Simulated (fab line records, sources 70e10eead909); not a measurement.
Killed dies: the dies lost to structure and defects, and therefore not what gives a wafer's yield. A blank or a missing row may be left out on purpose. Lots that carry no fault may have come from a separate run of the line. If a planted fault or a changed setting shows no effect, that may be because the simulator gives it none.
Shared-tool check ; flow nand-harc ; Sampled: 2 lots, 6 wafers

== THE REASON FOR OPENING IT ==
At NHARC_END_SORT_01 the reading killed-at-periphery is flagged on 1 of 2 lots. Fault-free wafers read 3.9, with a standard deviation of 2.8.
Rule: a lot is flagged in two cases, either no wafer of it has a number, or all its wafers with numbers fall more than 4 standard deviations from that mean. The rest of the lots are taken to be sound.

lot;measured;on;killed-at-periphery, wafer by wafer;flag
L235;day 29 04:56;prober-01;1 0 3;
L239;day 30 09:39;prober-02;595 597 606;FLAGGED
On average the flagged lots read 599.3, which is +595.4 against the usual, or +99 or more standard deviations.

== WHICH TOOL RAN EACH LOT ==
Before the reading, the record contains 2 process steps out of a 1302-step route. Every cell lists first the tool, next ch and the chambers used by the sampled wafers, and last the start.
lot;flag;NHARC_P_ZERO_WELL_EXPOSE_49;NHARC_P_STI_ETCH_42
L235;;krf-scanner-04 ch 0, day 6 15:37;rie-diel-01 ch 1,2,3, day 7 13:17
L239;FLAGGED;krf-scanner-04 ch 0, day 8 07:36;no row
These steps, and what they do:
- NHARC_P_ZERO_WELL_EXPOSE_49: exposes mask P HVPW, target cd 2000 nm.
- NHARC_P_STI_ETCH_42: etches the open film in N2/H2, target depth 80 nm, overetch 24 nm, time 61 s.
- NHARC_END_SORT_01

== FLAGGED OVER TOTAL, TOOL BY TOOL (the gauges that took the reading come last) ==
step;tool;lots run;flagged;share of the flagged lots;sound lots run after its first flagged lot
NHARC_P_ZERO_WELL_EXPOSE_49;krf-scanner-04;2;1;all;0
NHARC_P_STI_ETCH_42;rie-diel-01;1;0;none;-
NHARC_END_SORT_01;prober-01;1;0;none;-
NHARC_END_SORT_01;prober-02;1;1;all;0

== THE TABLE: WHAT IT ALLOWS ==
krf-scanner-04 at NHARC_P_ZERO_WELL_EXPOSE_49 and prober-02 at NHARC_END_SORT_01 are the 2 rows of the table that ran each flagged lot.
- krf-scanner-04 at NHARC_P_ZERO_WELL_EXPOSE_49: 1 of its 2 lots flagged. Last sound lot L235 at day 6 15:37, first flagged lot L239 at day 8 07:36; a fault beginning in between fits.
- prober-02 at NHARC_END_SORT_01: 1 of its 1 lot flagged. It ran no sound lot before its first flagged lot in this sample, so the start can't be narrowed down.
Counting lots can't tell these 2 tools apart, because each fits a fault that began at some hour. More lots, or a look at what each step does to the wafer, might.

== WHAT WAS PUT IN BY THE SIMULATOR ==
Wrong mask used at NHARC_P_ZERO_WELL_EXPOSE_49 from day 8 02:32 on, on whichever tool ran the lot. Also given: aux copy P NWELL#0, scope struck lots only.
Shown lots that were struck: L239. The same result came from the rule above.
